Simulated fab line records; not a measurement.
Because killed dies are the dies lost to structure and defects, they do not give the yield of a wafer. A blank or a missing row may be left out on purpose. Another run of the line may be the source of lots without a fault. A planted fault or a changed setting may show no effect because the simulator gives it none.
A single fault, viewed from 2 desks :: flow n5_finfet :: each desk has only its own numbers; what lay behind them comes last

== FROM THE METROLOGY DESK ==
Means of the sampled wafers that have a number, per lot and without regard to the tool the lot ran on: this is what the gauges read. The brackets show how far a lot's mean lies from the usual mean; more than 4 standard deviations puts the lot out of limits, marked OUT.
Columns: A = PMOS_HMC_BLK_OVL at N5_PMOS_HMC_CHANNEL_EPI_OVL_MEAS_10, usual -0.2 nm; B = HMC_CMP_THK at N5_PMOS_HMC_CHANNEL_EPI_THK_MEAS_22, usual 54.1 nm
lot: L394
first seen here: day 1 17:22
A: 0.3
B: 53.5

lot: L396
first seen here: day 2 05:23
A: 0.2
B: 53.3

lot: L397
first seen here: day 2 11:25
A: -1.1
B: 54.1

lot: L398
first seen here: day 2 17:15
A: 0.3
B: 53.3

lot: L400
first seen here: day 3 05:08
A: 0.7
B: 54.4

lot: L403
first seen here: day 4 00:41
A: -0.4
B: 54.0

lot: L404
first seen here: day 4 05:41
A: -0.9
B: 53.7

lot: L405
first seen here: day 4 11:31
A: -0.2
B: 54.3

lot: L406
first seen here: day 4 17:28
A: 0.1
B: 55.1

lot: L407
first seen here: day 5 01:39
A: -0.5
B: 54.9

lot: L408
first seen here: day 5 06:07
A: -1.3
B: 55.1

lot: L414
first seen here: day 6 17:26
A: 0.8
B: 54.4

lot: L415
first seen here: day 6 23:01
A: -0.3
B: 53.6
This desk's verdict: no lot among the 13 shows anything out of limits.

== THE TOOL OWNER'S DESK: ald_sin-04 ==
The tool's own readings at N5_FIN_SAQP_ALD_61 (deposits SiO2, target thk 4 nm, pulse time 1 s, purge time 2 s): means of the sampled wafers that have a number, for each lot that ran on this tool. The brackets show how far a lot's mean lies from the usual mean; more than 4 standard deviations puts the lot out of limits, marked OUT.
Columns: A = heater_power_w at N5_FIN_SAQP_ALD_61, usual 500 W; B = precursor_pulse_height_rel at N5_FIN_SAQP_ALD_61, usual 1.003
lot: L398
first seen here: day 2 20:34
A: 476
B: 0.978

lot: L404
first seen here: day 4 09:13
A: 555
B: 1.023

lot: L405
first seen here: day 4 14:47
A: 490
B: 1.010

lot: L406
first seen here: day 4 20:29
A: 491
B: 1.002

lot: L408
first seen here: day 5 10:35
A: 495
B: 1.005
This desk's verdict: no lot among the 5 shows anything out of limits.

== PUT TOGETHER ==
Metrology desk: nothing out of limits seen.
The desk of the tool owner found nothing out of limits.

== WHAT THE SIMULATOR PUT IN ==
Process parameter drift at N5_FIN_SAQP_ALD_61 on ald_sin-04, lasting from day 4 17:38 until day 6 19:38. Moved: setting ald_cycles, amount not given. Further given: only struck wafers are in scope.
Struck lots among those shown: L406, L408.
